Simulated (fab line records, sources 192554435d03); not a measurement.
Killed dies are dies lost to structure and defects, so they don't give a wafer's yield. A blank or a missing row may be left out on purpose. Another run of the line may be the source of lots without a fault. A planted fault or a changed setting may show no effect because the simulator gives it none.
Matching of chambers ; flow n5Finfet ; 4 sister chambers for N5_FIN_CUT_ETCH_21 on rieDiel-04
The step etches SOC in N2/H2, target depth 219 nm, overetch 43.8 nm, time 523.5 s. 4 wafers are shown with their chamber, then 9 later ones without.

== WAFERS, EACH WITH ITS CHAMBER ==
wafer;chamber;showerheadPlenumPTorr (Torr)
L085.5;1;2.48
L089.1;3;2.42
L089.2;0;2.62
L089.5;2;2.62

== WAFERS WHOSE CHAMBER IS MISSING ==
wafer;showerheadPlenumPTorr (Torr)
L093.1;2.41
L093.3;2.48
L093.6;2.48
L094.2;2.61
L094.3;2.48
L094.5;2.61
L097.1;2.41
L097.2;2.48
L097.3;2.61

== CHAMBER TAKEN BY EACH ==
wafer;from the rows above;in truth
L093.1;3;3
L093.3;1;1
L093.6;1;1
L094.2;can't be placed: 0 or 2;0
L094.3;1;1
L094.5;can't be placed: 0 or 2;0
L097.1;3;3
L097.2;1;1
L097.3;can't be placed: 0 or 2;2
6 of 9 placed correctly. These rows do not allow placing 3 (true chamber among the candidates in 3). Wrongly placed: 0.
How it was worked out, from the rows above alone: a wafer's distance from a chamber is the root of the sum, over the readings, of the square of ((its reading less the chamber's mean) divided by the reading's scatter). The wafer belongs to the nearest chamber; if the next one is less than 2 further off, it can't be placed. For every chamber, the mean is computed from those of its wafers that are shown. The scatter: root of mean squared gap, hidden wafer to nearest shown wafer, with one shown wafer a chamber.
